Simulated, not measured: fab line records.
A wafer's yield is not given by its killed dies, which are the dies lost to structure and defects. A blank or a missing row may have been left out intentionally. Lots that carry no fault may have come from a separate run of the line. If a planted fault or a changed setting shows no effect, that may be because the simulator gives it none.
A lot that was struck, set against a sound lot | flow nand-harc | 14 steps out of a route of 1302
Sound: wafers L435.3, L435.5, L435.6. Struck: wafers L450.1, L450.4. (L450.5 of the same lot was not struck and is left out.) The cause comes at the end.
Each step with rows lists, per side, the tool, then ch with its chambers, then its first start. Under that, the readings that differ: sound wafers | struck wafers | difference of the means | sigmas: that difference in standard deviations of wafers without a fault.
alike: words and numbers the same on both sides, and readings whose means are apart by under 2 such deviations; not compared: readings that were withheld, readings missing a value for some wafer, numbers with overlapping values and no deviation given by the record, and bounds like >300 which may hide the same value.
The two part at a step that has a row with sigmas, a row that says differs or no value, or rows on one side only. Numbers that don't overlap but have no deviation are shown without sigmas and don't part them. Lack of a reading on every wafer of one side parts them only where that side has two or more wafers.

NHARC_A_SGD_CUT_INSPECT_11:
  sound on defect-inspect-01, day 20 04:23; struck on defect-inspect-02, day 27 02:29
  alike: raw-defect-count
NHARC_A_SGD_CUT_DESCUM_14: chemistry O2, time 3 s.
  sound on rie-diel-11 ch 1,2, day 20 04:26; struck on rie-diel-01 ch 1,3, day 27 02:33
  alike: chamber-pressure-mTorr, drypump-motor-current-A, oes-product-au, rf-vpp-V, showerhead-plenum-p-Torr, throttle-valve-pct
  not compared: rf-hours-counter-h
NHARC_A_SGD_CUT_ETCH_58: etches the open film in CF4, target depth 39 nm, time 65 s.
  sound on rie-diel-11 ch 0,1,3, day 20 04:32; struck on rie-diel-01 ch 0,1, day 27 02:38
  alike: bias-w, chamber-pressure-mTorr, drypump-motor-current-A, oes-product-au, rf-vpp-V, showerhead-plenum-p-Torr, throttle-valve-pct
  not compared: rf-hours-counter-h
NHARC_A_SGD_CUT_ETCH_59: etches the open film in N2/H2, target depth 260 nm, time 406.25 s.
  sound: rie-diel-11 ch 1,2,3; struck: rie-diel-01 ch 0,2
  reading                | sound                | struck        | difference | sigmas
  throttle-valve-pct (%) | 14.176 14.183 14.183 | 14.160 14.152 | -0.025     | -3
  alike: bias-w, chamber-pressure-mTorr, drypump-motor-current-A, oes-product-au, rf-vpp-V, showerhead-plenum-p-Torr
  not compared: rf-hours-counter-h
NHARC_A_SGD_CUT_ETCH_15: etches the open film in CH3F/O2, target depth 75 nm, time 64.3 s.
  sound: rie-diel-11 ch 2,3; struck: rie-diel-01 ch 1,2
  alike: bias-w, chamber-pressure-mTorr, drypump-motor-current-A, oes-product-au, rf-vpp-V, showerhead-plenum-p-Torr, throttle-valve-pct
  not compared: rf-hours-counter-h
then, 2 steps without rows for these wafers: NHARC_A_SGD_CUT_ETCH_16 (etches the open film in C4F8/O2/Ar, target depth 310.5 nm, time 155.2 s); NHARC_A_SGD_CUT_STRIP_60 (strips in C4F8/O2/Ar).
NHARC_A_SGD_CUT_STRIP_17: strips in O2.
  sound: rie-diel-11 ch 0,1,2; struck: rie-diel-01 ch 1,2
  reading                | sound                | struck        | difference | sigmas
  throttle-valve-pct (%) | 17.056 17.032 17.014 | 17.052 17.056 | +0.020     | +2
  alike: chamber-pressure-mTorr, drypump-motor-current-A, oes-product-au, rf-vpp-V, showerhead-plenum-p-Torr
  not compared: rf-hours-counter-h
then, 4 steps without rows for these wafers: NHARC_A_SGD_CUT_PRECLEAN_18 (cleans in SC1); NHARC_A_SGD_CUT_SRD_19; NHARC_A_SGD_CUT_DEP_20 (deposits SiO2, target thk 150 nm); NHARC_A_SGD_CUT_ANNEAL_27 (time 1800 s).
NHARC_A_SGD_CUT_CMP_21: polishes, target thk 148.19 nm.
  sound on cmp-03 ch 0,1,2, day 20 10:24; struck on cmp-04 ch 0,2, day 27 10:32
  reading                | sound    | struck | difference | sigmas
  time-to-endpoint-s (s) | 50 51 53 | 97 97  | +46        | +14
  alike: motor-current-A
NHARC_A_SGD_CUT_THK_MEAS_22: measures by ellipsometry.
  sound on film-metro-02, day 20 10:37; struck on film-metro-02, day 27 10:48
  alike: thk-nm

== WHERE THEY PART ==
Last at NHARC_A_SGD_CUT_CMP_21 as far as this record goes, first at NHARC_A_SGD_CUT_ETCH_59. Later steps at which nothing parts them and some readings are alike: NHARC_A_SGD_CUT_THK_MEAS_22.

WHY: what the simulator had put in
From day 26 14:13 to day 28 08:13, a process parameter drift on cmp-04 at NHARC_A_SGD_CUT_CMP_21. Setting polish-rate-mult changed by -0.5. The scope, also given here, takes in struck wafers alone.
